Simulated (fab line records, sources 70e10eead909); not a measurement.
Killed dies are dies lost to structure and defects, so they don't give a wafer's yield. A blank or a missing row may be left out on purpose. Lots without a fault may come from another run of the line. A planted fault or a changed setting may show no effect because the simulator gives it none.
A struck lot beside a sound one | flow nand-harc | 13 steps out of a route of 1302
Sound: wafers L819.1, L819.2, L819.3. Wafers L820.4, L820.5, L820.6 were the ones struck. At the end, the cause is stated.
Order at every step that has rows: each side's tool, ch and its chambers, its first start. Under that, the readings that differ: sound wafers | struck wafers | difference of the means | sigmas: that difference in standard deviations of wafers without a fault.
alike: same words and numbers on both sides, and readings whose means sit less than 2 such deviations apart. not compared: any withheld reading, any reading some wafer has no value for, any bound like >300 that may hide the same value, and any number with overlapping values for which the record gives no deviation.
The two part at a step that has a row with sigmas, a row that says differs or no value, or rows on one side only. Numbers that don't overlap but have no deviation are shown without sigmas and don't part them. A reading that every wafer of one side lacks parts them only if that side has two wafers or more.

first, 1 step without rows for these wafers: NHARC_A_STAIRCASE_HARDBAKE_311 (time 140 s).
NHARC_A_STAIRCASE_DESCUM_312: chemistry O2, time 3 s.
  sound on rie-diel-03 ch 0,1,2, day 17 19:08; struck on rie-diel-11 ch 0,3, day 18 06:53
  alike: drypump-motor-current-A, oes-product-au, rf-vpp-V, showerhead-plenum-p-Torr, throttle-valve-pct
  not compared: rf-hours-counter-h
NHARC_A_STAIRCASE_ETCH_313: etches the open film in CF4/CHF3.
  sound on rie-diel-03 ch 0,2,3, day 17 19:14; struck on rie-diel-11 ch 1,2,3, day 18 07:00
  alike: drypump-motor-current-A, oes-product-au, rf-vpp-V, showerhead-plenum-p-Torr, throttle-valve-pct
  not compared: rf-hours-counter-h
NHARC_A_STAIRCASE_HM_OPEN_463: chemistry O2/COS.
  sound on rie-diel-03 ch 0,1,3; struck on rie-diel-11 ch 2,3
  alike: drypump-motor-current-A, oes-product-au, rf-vpp-V, showerhead-plenum-p-Torr, throttle-valve-pct
  not compared: rf-hours-counter-h
then, 1 step without rows for these wafers: NHARC_A_STAIRCASE_STRIP_464 (strips in O2/COS).
NHARC_A_STAIRCASE_ETCH_453: etches the open film in CF4/O2, target depth 30 nm, overetch 3 nm, time 16.5 s.
  sound on rie-diel-03 ch 1,2,3; struck on rie-diel-11 ch 0,1
  alike: drypump-motor-current-A, oes-product-au, rf-vpp-V, showerhead-plenum-p-Torr, throttle-valve-pct
  not compared: rf-hours-counter-h
NHARC_A_STAIRCASE_ETCH_315: etches the open film in C4F8/O2/Ar, target depth 2500 nm, time 607.1 s.
  sound on rie-diel-03 ch 1,2,3; struck on rie-diel-11 ch 0,1
  alike: oes-product-au, rf-vpp-V
  not compared: rf-hours-counter-h
then, 4 steps without rows for these wafers: NHARC_A_STAIRCASE_STRIP_316 (strips in O2); NHARC_A_STAIRCASE_STRIP_317 (strips in SPM, time 900 s); NHARC_A_STAIRCASE_PRECLEAN_318 (cleans in SC1); NHARC_A_STAIRCASE_SRD_329.
NHARC_A_STAIRCASE_ALD_415: deposits SiO2, target thk 30 nm, pulse time 6 s, ald cycles 300.
  sound on ald-hk-03 ch 0,1,2, day 17 21:00; struck on ald-hk-03 ch 0,2,3, day 18 09:13
  reading    | sound       | struck      | difference | sigmas
  ald-cycles | 300 300 300 | 449 449 449 | +149       |
  alike: heater-power-outer-w, heater-power-w, precursor-pulse-height-rel
then, 1 step without rows for these wafers: NHARC_A_STAIRCASE_ETCHBACK_416 (etches the open film in C4F8/O2/Ar, target depth 36 nm, time 7.2 s).

WHERE THEY PART
Nowhere in this record.

WHY: the cause the simulator had injected
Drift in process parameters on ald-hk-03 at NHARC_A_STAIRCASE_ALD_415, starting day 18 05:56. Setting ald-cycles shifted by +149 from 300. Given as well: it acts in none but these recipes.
